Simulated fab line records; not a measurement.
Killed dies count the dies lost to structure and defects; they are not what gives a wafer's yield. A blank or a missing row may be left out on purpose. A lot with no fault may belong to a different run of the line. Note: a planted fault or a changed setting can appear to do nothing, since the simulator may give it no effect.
fab line records	flow n5Finfet
[record] lots = 8	wafers = 24	lastDay = 18
route steps=1938 shown BEOL_M4@1037 PASSIVATION@1936
lots that met no fault: taken from a fault-free run of the same line
startH: start of the lot's first displayed wafer, in hours after the record's first day	waitH: hours from the lot's prior step to this one	" same as the row above	L1.1+2: several wafers, shown together as one row	- either no value or no given start	* or withheld: withheld	< > ~ a bound
route shown NAME@n: a module of which the file shows steps, and the number in the route of the first	usual: mean/standard deviation taken from wafers without a fault	same: alike in all rows	chamber/n: place in a boat	sites: the reading at each site	_std_site: how widely they spread, as a standard deviation	_edge_site: mean of outer sites minus mean of inner sites	radiusMm: for every site, how far away it sits from the centre of the wafer	mask NAME#n: copy n	behind: the tool/chamber that last shaped the wafer	hold: what put the lot on hold/how long, in hours/how the hold closed	device: transistor that didn't switch, given as n, p or np	end of line: tests of these same wafers at the route's end	step lacking rows: just its recipe	killed: not the wafer's yield, but the dies lost to structure and defects at the first sort	map: the dies of a wafer, with x for killed, . for not killed, _ for no die there
set.NAME: the run value of the setting; set.NAME@STEP: its run value at that earlier step	model.NAME: the simulator's own value behind a step, which no gauge read
route steps across a sampled set of lots; one table per step, one row per wafer
services: from which hour (startH, from the record's first day; less than 0 if before it) a tool's chamber was out of use, for how many hours, and why
[[steps]]
[step N5_BEOL_M4_DESCUM_16]
[recipe] chemistry = O2	timeS = 7	sourcePowerW = 50	biasPowerW = 20	pressureMtorr = 20	rfFrequencyHz = 2.712e+07	tempC = 40	resist = CAR-EUV	o2FlowSccm = 225
[usual] drypumpMotorCurrentA = 5.9/0.55	oesProductAu = 0.78/0.098	rfVppV = 243.6/1.5	showerheadPlenumPTorr = 2.12/0.082	throttleValvePct = 20.35/0.27
lot.wafer	tool	chamber	startH	waitH	drypumpMotorCurrentA	oesProductAu	rfHoursCounterH	rfVppV	showerheadPlenumPTorr	throttleValvePct
L925.2	rieDiel-01	0	176.23	0.1	6.8	0.74	166	243.2	2.08	20.53
L925.3	"	3	"	"	5.1	0.86	50	242.4	2.02	19.96
L925.5	"	1	"	"	6.1	0.83	-	244.2	2.21	20.47
L928.1	rieDiel-05	2	190.57	0.0	5.6	0.71	190	244.0	2.17	20.65
L928.4	"	0	"	"	5.6	0.67	246	244.5	2.16	20.79
L928.6	"	2	"	"	5.6	0.71	-	243.4	2.17	20.67
L935.1	rieDiel-05	1	230.21	0.2	6.5	0.69	223	242.9	2.05	19.99
L935.3	"	0	"	"	5.6	1.01	1	243.9	2.16	20.49
L935.6	"	0	"	"	5.6	1.02	-	243.7	2.16	20.48
L936.3	rieDiel-05	0	238.19	0.0	5.6	1.01	5	244.6	2.15	20.50
L936.4	"	1	"	"	6.5	0.69	-	242.1	2.05	20.00
L936.5	"	2	"	"	5.6	0.70	-	242.8	2.16	20.68
L937.1	rieDiel-02	0	257.01	0.0	6.2	0.69	231	243.3	2.14	20.12
L937.4	"	1	"	"	6.5	0.87	46	246.9	2.21	19.98
L937.5	"	0	"	"	6.2	0.69	-	243.6	2.14	20.12
L940.2	rieDiel-05	0	257.88	0.0	5.6	0.96	14	244.5	2.15	20.50
L940.4	"	0	"	"	5.6	0.96	-	244.1	2.15	20.50
L940.6	"	1	"	"	6.5	0.69	-	242.1	2.05	20.03
L947.4	rieDiel-05	3	302.26	0.0	6.2	0.92	-	244.6	2.25	20.26
L947.5	"	0	"	"	5.6	0.91	-	242.4	2.15	20.55
L947.6	"	2	"	"	5.6	0.68	-	244.6	2.15	20.72
L946.2	rieDiel-02	2	304.37	0.0	5.7	0.76	129	243.7	2.09	20.41
L946.4	"	3	"	"	6.0	0.85	74	244.4	2.22	20.63
L946.6	"	0	"	"	6.3	0.68	-	244.9	2.14	20.14
[step N5_BEOL_M4_ETCH_63]
[recipe] chemistry = CF4	target = SiARC	targetDepthA = 156	maskMaterial = CAR-EUV	timeS = 26	ionEnergyEv = 80	pressureMtorr = 40	sourceW = 545	biasW = 36	Ar_flow_sccm = 100	cf4FlowSccm = 100	ends = cleared
[usual] biasW = 35.99/0.1	drypumpMotorCurrentA = 5.9/0.55	etchRfOnTimeS = 25.9/0.66	oesProductAu = 0.67/0.086	rfVppV = 184.4/1.3	showerheadPlenumPTorr = 2.17/0.078	throttleValvePct = 15.56/0.21
lot.wafer	tool	chamber	startH	waitH	biasW	drypumpMotorCurrentA	etchRfOnTimeS	oesProductAu	rfHoursCounterH	rfVppV	showerheadPlenumPTorr	throttleValvePct
L925.2	rieDiel-01	0	176.28	0.0	35.85	6.8	26.9	0.62	166	183.3	2.15	15.74
L925.3	"	3	"	"	35.87	5.1	25.4	0.73	50	183.6	2.11	15.36
L925.5	"	1	"	"	35.90	6.1	25.3	0.71	-	187.3	2.25	15.55
L928.1	rieDiel-05	2	190.62	0.0	35.96	5.6	26.5	0.61	190	184.9	2.22	15.83
L928.4	"	0	"	"	35.95	5.7	25.9	0.58	246	185.2	2.20	15.99
L928.6	"	2	"	"	36.07	5.6	26.9	0.60	-	184.3	2.22	15.83
L935.1	rieDiel-05	1	230.26	0.0	35.92	6.5	26.2	0.59	223	185.2	2.11	15.33
L935.3	"	0	"	"	35.80	5.6	25.7	0.87	1	184.9	2.20	15.52
L935.6	"	0	"	"	36.01	5.6	25.5	0.88	-	183.3	2.20	15.51
L936.3	rieDiel-05	0	238.24	0.0	36.24	5.6	25.8	0.84	5	185.0	2.20	15.52
L936.4	"	1	"	"	35.90	6.5	26.6	0.59	-	183.4	2.11	15.36
L936.5	"	2	"	"	35.91	5.6	26.8	0.59	-	185.4	2.21	15.88
L937.1	rieDiel-02	0	257.06	0.0	35.99	6.2	26.0	0.60	231	185.0	2.21	15.46
L937.4	"	1	"	"	36.17	6.5	25.8	0.74	46	185.3	2.27	15.29
L937.5	"	0	"	"	35.94	6.2	26.1	0.59	-	183.8	2.21	15.48
L940.2	rieDiel-05	0	257.93	0.0	35.83	5.6	25.8	0.81	14	184.3	2.20	15.54
L940.4	"	0	"	"	35.90	5.7	26.1	0.82	-	185.9	2.20	15.55
L940.6	"	1	"	"	35.96	6.5	26.5	0.58	-	184.7	2.10	15.37
L947.4	rieDiel-05	3	302.31	0.0	35.87	6.2	25.6	0.80	-	185.1	2.28	15.24
L947.5	"	0	"	"	35.99	5.6	25.9	0.78	-	183.5	2.19	15.59
L947.6	"	2	"	"	36.07	5.6	26.7	0.58	-	184.2	2.20	15.90
L946.2	rieDiel-02	2	304.42	0.0	36.08	5.7	25.4	0.66	129	184.9	2.14	15.59
L946.4	"	3	"	"	36.09	6.0	25.4	0.73	74	185.3	2.27	15.73
L946.6	"	0	"	"	35.91	6.3	26.1	0.58	-	182.9	2.20	15.50
[step N5_BEOL_M4_HM_OPEN_17]
[recipe] chemistry = Cl2/BCl3	targetDepthA = 200	overetchA = 60	target = TiN	maskMaterial = SOC	ionEnergyEv = 150	pressureMtorr = 10	icpW = 1000	biasW = 126	Cl2_flow_sccm = 53.25	bcl3FlowSccm = 21.75	Ar_flow_sccm = 25
[usual] drypumpMotorCurrentA = 5.6/0.37	heBacksideLeakSccm = 3.5/0.49	oes_ar_750_au = 0.82/0.09	oesProductAu = 0.69/0.074	throttleValvePct = 22.03/0.19
lot.wafer	tool	chamber	startH	waitH	drypumpMotorCurrentA	heBacksideLeakSccm	oes_ar_750_au	oesProductAu	rfHoursCounterH	throttleValvePct
L925.2	rieMetal-02	0	176.48	0.0	5.2	3.6	0.98	0.83	0	22.02
L925.3	"	1	"	"	5.5	3.0	0.90	0.74	-	22.16
L925.5	"	1	"	"	5.5	3.1	0.91	0.73	-	22.17
L928.1	rieMetal-02	0	190.82	0.0	5.2	3.6	0.95	0.81	1	22.02
L928.4	"	1	"	"	5.5	3.1	0.91	0.74	-	22.18
L928.6	"	1	"	"	5.5	3.2	0.91	0.72	-	22.18
L935.1	rieMetal-02	1	230.46	0.0	5.5	3.2	0.88	0.73	15	22.17
L935.3	"	1	"	"	5.6	3.1	0.89	0.73	-	22.18
L935.6	"	0	"	"	5.2	3.4	0.91	0.77	-	22.04
L936.3	rieMetal-01	0	238.48	0.1	5.9	3.2	0.77	0.67	-	21.64
L936.4	"	1	"	"	5.9	3.7	0.68	0.58	-	22.01
L936.5	"	0	"	"	5.9	3.2	0.78	0.65	-	21.66
L937.1	rieMetal-02	1	257.26	0.0	5.5	3.1	0.88	0.71	18	22.19
L937.4	"	1	"	"	5.5	3.1	0.88	0.72	-	22.18
L937.5	"	1	"	"	5.5	3.1	0.88	0.71	-	22.20
L940.2	rieMetal-01	0	258.14	0.0	5.9	3.4	0.76	0.64	46	21.67
L940.4	"	0	"	"	6.0	3.2	0.76	0.64	-	21.67
L940.6	"	1	"	"	5.9	3.7	0.68	0.57	-	22.03
L947.4	rieMetal-03	1	302.53	0.1	4.9	3.4	0.84	0.73	-	22.24
L947.5	"	1	"	"	4.9	3.3	0.83	0.73	-	22.23
L947.6	"	0	"	"	6.0	3.6	0.69	0.60	-	22.21
L946.2	rieMetal-02	0	304.62	0.0	5.2	3.5	0.87	0.74	12	22.03
L946.4	"	0	"	"	5.2	3.6	0.88	0.74	-	22.04
L946.6	"	0	"	"	5.2	3.6	0.87	0.75	-	22.06
[step N5_BEOL_M4_ETCH_70]
[recipe] chemistry = N2/H2	target = SOC	targetDepthA = 800	overetchA = 240	maskMaterial = SiARC	tempC = 40	timeS = 130	ionEnergyEv = 200	pressureMtorr = 30	sourceW = 840	biasW = 150	n2FlowSccm = 200	h2FlowSccm = 200
[usual] biasW = 149.9/0.41	drypumpMotorCurrentA = 5.9/0.6	oesProductAu = 0.58/0.059	rfVppV = 524.8/2.9	showerheadPlenumPTorr = 2.58/0.098	throttleValvePct = 17.77/0.21
lot.wafer	tool	chamber	startH	waitH	biasW	drypumpMotorCurrentA	oesProductAu	rfHoursCounterH	rfVppV	showerheadPlenumPTorr	throttleValvePct
L925.2	rieDiel-02	1	181.03	0.0	149.8	6.5	0.67	22	528.8	2.71	17.44
L925.3	"	0	"	"	150.3	6.3	0.52	206	525.7	2.62	17.51
L925.5	"	3	"	"	149.8	6.0	0.67	-	528.8	2.69	17.68
L928.1	rieDiel-02	1	202.08	0.0	150.2	6.5	0.66	30	529.0	2.70	17.44
L928.4	"	2	"	"	148.8	5.7	0.58	95	524.0	2.58	17.99
L928.6	"	3	"	"	149.6	6.0	0.65	-	527.4	2.69	17.69
L935.1	rieDiel-02	2	244.32	0.0	142.0	5.7	0.57	108	505.6	2.57	18.03
L935.3	"	0	"	"	140.6	6.3	0.51	226	506.6	2.61	17.56
L935.6	"	3	"	"	141.2	6.0	0.64	-	508.1	2.68	17.71
L936.3	rieDiel-05	1	244.36	0.0	149.7	6.5	0.51	229	524.4	2.52	17.57
L936.4	"	0	"	"	150.2	5.6	0.72	-	526.6	2.59	17.66
L936.5	"	2	"	"	150.0	5.6	0.52	-	525.0	2.62	18.13
L937.1	rieDiel-02	1	259.66	0.0	141.2	6.5	0.65	47	509.0	2.70	17.48
L937.4	"	3	"	"	141.1	6.0	0.64	59	507.5	2.68	17.71
L937.5	"	0	"	"	140.4	6.2	0.51	-	506.7	2.61	17.56
L940.2	rieDiel-01	1	262.52	0.0	150.0	6.1	0.57	123	528.2	2.67	17.94
L940.4	"	3	"	"	149.7	5.1	0.59	82	521.9	2.47	17.52
L940.6	"	2	"	"	149.8	4.9	0.51	-	519.7	2.42	17.94
L947.4	rieDiel-05	0	307.88	0.0	150.3	5.6	0.67	-	525.4	2.57	17.71
L947.5	"	2	"	"	150.2	5.6	0.51	-	527.7	2.61	18.15
L947.6	"	3	"	"	149.9	6.2	0.67	-	527.8	2.70	17.50
L946.2	rieDiel-01	1	311.58	0.0	150.5	6.2	0.57	140	527.2	2.66	17.98
L946.4	"	3	"	"	149.4	5.1	0.59	97	521.8	2.47	17.55
L946.6	"	0	"	"	149.2	6.8	0.53	-	522.6	2.50	17.85
[step N5_BEOL_M4_RC_MEAS_101]
[usual] DIBL_N = 36.3/1.8	DIBL_P = 36.5/2.1	IOFF_N = 0.16/0.031	IOFF_P = 0.22/0.038	ION_N = 677/12	ION_P = 466/7.8	SS_N = 71.5/0.61	SS_P = 73.2/0.7	VT_N = 249/3	VT_P = -248.9/3
lot.wafer	tool	chamber	startH	waitH	DIBL_N[mV/V]	DIBL_P[mV/V]	IOFF_N[nA/um]	IOFF_P[nA/um]	ION_N[uA/um]	ION_P[uA/um]	SS_N[mV/dec]	SS_P[mV/dec]	VT_N[mV]	VT_P[mV]
L925.2	prober-02	0	185.80	0.2	32.9	32.6	0.10	0.14	663	462	70.6	72.1	254	-253.9
L925.3	"	0	"	"	38.3	39.2	0.17	0.22	668	453	72.1	73.9	249	-248.2
L925.5	"	0	"	"	37.4	38.4	0.18	0.21	686	469	71.9	72.8	249	-249.4
L928.1	prober-02	0	207.06	0.0	38.6	37.6	0.19	0.25	681	468	71.4	74.4	248	-248.4
L928.4	"	0	"	"	36.0	36.0	0.16	0.23	691	473	71.2	73.8	247	-246.6
L928.6	"	0	"	"	37.0	36.9	0.17	0.23	694	472	70.9	73.6	248	-249.9
L935.1	prober-02	0	248.72	0.0	35.6	34.6	0.15	0.21	664	460	70.8	72.6	251	-247.7
L935.3	"	0	"	"	35.2	34.5	0.15	0.21	675	466	70.6	73.3	250	-248.2
L935.6	"	0	"	"	36.9	36.5	0.18	0.25	675	463	71.5	73.8	248	-245.0
L936.3	prober-01	0	249.30	0.3	37.9	38.5	0.17	0.26	681	468	71.8	73.0	249	-246.4
L936.4	"	0	"	"	34.4	33.2	0.11	0.18	655	456	70.1	71.7	257	-253.3
L936.5	"	0	"	"	35.5	34.8	0.13	0.20	670	465	70.9	72.9	253	-249.0
L937.1	prober-01	0	263.90	0.0	37.1	35.6	0.15	0.21	672	465	72.3	73.7	253	-248.6
L937.4	"	0	"	"	38.7	37.7	0.19	0.25	687	471	72.5	73.8	250	-247.8
L937.5	"	0	"	"	38.9	38.3	0.18	0.27	679	467	72.9	73.5	250	-247.4
L940.2	prober-01	0	267.33	0.2	36.0	35.1	0.14	0.21	665	461	70.5	71.8	251	-251.0
L940.4	"	0	"	"	35.6	34.4	0.13	0.20	664	459	71.0	72.4	253	-252.6
L940.6	"	0	"	"	37.9	37.3	0.18	0.24	685	462	71.1	73.0	249	-247.0
L947.4	prober-01	0	313.39	0.5	34.1	35.5	0.14	0.20	680	469	71.8	72.6	250	-250.0
L947.5	"	0	"	"	34.1	34.8	0.14	0.19	661	457	71.4	72.4	249	-249.1
L947.6	"	0	"	"	38.3	40.8	0.23	0.31	698	477	71.7	73.5	245	-246.5
L946.2	prober-01	0	316.46	0.2	36.1	36.8	0.17	0.23	682	469	71.8	73.2	248	-249.1
L946.4	"	0	"	"	36.2	36.5	0.16	0.23	682	475	71.7	72.9	248	-246.7
L946.6	"	0	"	"	36.2	37.3	0.16	0.25	683	467	71.4	73.1	249	-244.5
[step N5_PASSIVATION_PROBE_49]
[usual] defectLimitedYield = 91.2/1.5	killed_at_M0_to_M3 = 33/9.6	killed_at_M4_up = 14/5.6	killedAtContacts = 14/5.5	killedAtFrontEnd = 40/13	killedAtOther = 4/3	killedDies = 104/17	killedOpen = 68/13	killedShort = 33/7.2	sort_bin_5_function = 5.2/0.95	sort_bin_6_memory = 3.3/0.62	sortNPass = 1076/17	sortYieldPct = 91.2/1.5
[same] grossDies = 1180	killedAtBackSide = 0	sort_bin_4_leakage[%] = 0	sort_bin_8_speed[%] = 0
lot.wafer	tool	chamber	startH	waitH	defectLimitedYield[%]	killed_at_M0_to_M3	killed_at_M4_up	killedAtContacts	killedAtFrontEnd	killedAtOther	killedDies	killedOpen	killedShort	sort_bin_5_function[%]	sort_bin_6_memory[%]	sortNPass	sortYieldPct[%]
L940.2	prober-02	-	366.86	0.1	92.9	25	11	16	29	3	84	65	17	3.6	3.3	1096	92.9
L940.4	prober-02	-	366.96	0.2	91.1	36	11	10	42	6	105	60	43	5.0	3.7	1075	91.1
L940.6	prober-02	-	367.06	0.3	93.9	14	13	16	27	2	72	40	30	3.3	2.5	1108	93.9
L937.1	prober-01	-	372.57	0.0	90.7	36	8	11	47	8	110	68	36	5.6	3.1	1070	90.7
L937.4	prober-01	-	372.72	0.2	91.0	19	11	13	54	9	106	62	38	5.3	3.3	1074	91.0
L937.5	prober-01	-	372.77	0.2	90.7	24	9	13	50	14	110	69	31	5.3	3.5	1070	90.7
// killed by level:class
L940.2 MOL_CONTACT_COAG:geometricParticle:open=16 STI_FIN_REVEAL:geometricParticle:open=9 BEOL_M0_SAQP:geometricParticle:open=6 BEOL_M3:geometricParticle:open=6 BEOL_M0_SAQP:geometricParticle:short=5 BEOL_M2:geometricParticle:open=4 FIN_SAQP:geometricParticle:open=3 DUMMY_GATE:geometricParticle:open=3
L940.4 BEOL_M0_SAQP:geometricParticle:short=15 BEOL_M0_SAQP:geometricParticle:open=9 FIN_SAQP:geometricParticle:open=7 BEOL_M3:geometricParticle:open=7 GATE_CUT:geometricParticle:open=6 BEOL_M4:geometricParticle:open=6 MOL_CONTACT_COAG:geometricParticle:open=6 FIN_SAQP:geometricParticle:short=5
L940.6 MOL_CONTACT_COAG:geometricParticle:open=12 GATE_CUT:geometricParticle:short=5 DUMMY_GATE:geometricParticle:open=4 MOL_CONTACT_COAG:geometricParticle:short=4 BEOL_M10:geometricParticle:open=4 FIN_SAQP:geometricParticle:short=3 GATE_CUT:geometricParticle:open=3 BEOL_M4:geometricParticle:open=3
L937.1 FIN_SAQP:geometricParticle:open=13 BEOL_M0_SAQP:geometricParticle:open=13 FIN_SAQP:geometricParticle:short=10 STI_FIN_REVEAL:geometricParticle:open=9 BEOL_M0_SAQP:geometricParticle:short=9 MOL_CONTACT_COAG:geometricParticle:open=8 BEOL_M2:geometricParticle:open=6 PASS1_DEP:geometricParticle:open=4
L937.4 STI_FIN_REVEAL:geometricParticle:open=11 FIN_SAQP:geometricParticle:open=10 MOL_CONTACT_COAG:geometricParticle:open=9 FIN_SAQP:geometricParticle:short=6 ILD0:geometricParticle:short=6 GATE_CUT:geometricParticle:open=6 BEOL_M2:geometricParticle:open=6 BEOL_M0_SAQP:geometricParticle:open=4
L937.5 STI_FIN_REVEAL:geometricParticle:open=18 MOL_CONTACT_COAG:geometricParticle:open=13 FIN_SAQP:geometricParticle:short=8 FIN_SAQP:geometricParticle:open=6 BEOL_M3:geometricParticle:open=6 STARTING-WAFER:geometricParticle:short=5 BEOL_M2:geometricParticle:open=4 PASS1_CAP:geometricParticle:short=4
[[services]]
tool	chamber	startH	hours	kind
rieDiel-01	3	165.61	6.2	repair
rieMetal-02	1	198.71	15.0	repair
rieDiel-01	1	200.33	1.6	repair
rieDiel-05	0	203.00	-	clean
rieDiel-05	0	203.00	-	consumableReplace:focusRing
rieDiel-05	0	203.00	22.6	scheduledDown
rieDiel-05	0	203.00	22.6	ventCycle
rieDiel-05	3	226.02	-	clean
rieDiel-05	3	226.02	-	consumableReplace:focusRing
rieDiel-05	3	226.02	-	consumableReplace:showerhead
rieDiel-05	3	226.02	24.8	scheduledDown
rieDiel-05	3	226.02	24.8	ventCycle
rieMetal-01	-	241.19	2.8	pm
rieDiel-05	2	248.35	14.3	repair
rieDiel-01	2	252.54	8.2	repair
rieDiel-05	1	297.02	-	clean
rieDiel-05	1	297.02	-	consumableReplace:focusRing
rieDiel-05	1	297.02	22.1	scheduledDown
rieDiel-05	1	297.02	22.1	ventCycle
rieDiel-02	2	306.72	4.8	repair
[[key]]
[firstSign] step = N5_BEOL_M4_ETCH_70	reading = biasW	direction = down	sigmas = 21	usual = *	struck = *
[effect] step = N5_BEOL_M4_ETCH_70	reading = rfVppV	direction = down	sigmas = 6.2	usual = 524.8	struck = 507.2
metAt N5_BEOL_M4_ETCH_70
struckLots L935,L937
notActingAt N5_BEOL_M4_DESCUM_16,N5_BEOL_M4_ETCH_63,N5_BEOL_M4_HM_OPEN_17
onsetBetween 202.08 244.32
[fault] kind = processParameterDrift	tool = rieDiel-02	chamber = -	onsetH = 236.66	steps = N5_BEOL_M4_ETCH_70	channel = biasW	offset = *	shape = step	endH = 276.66	actsIn = *	stated = *
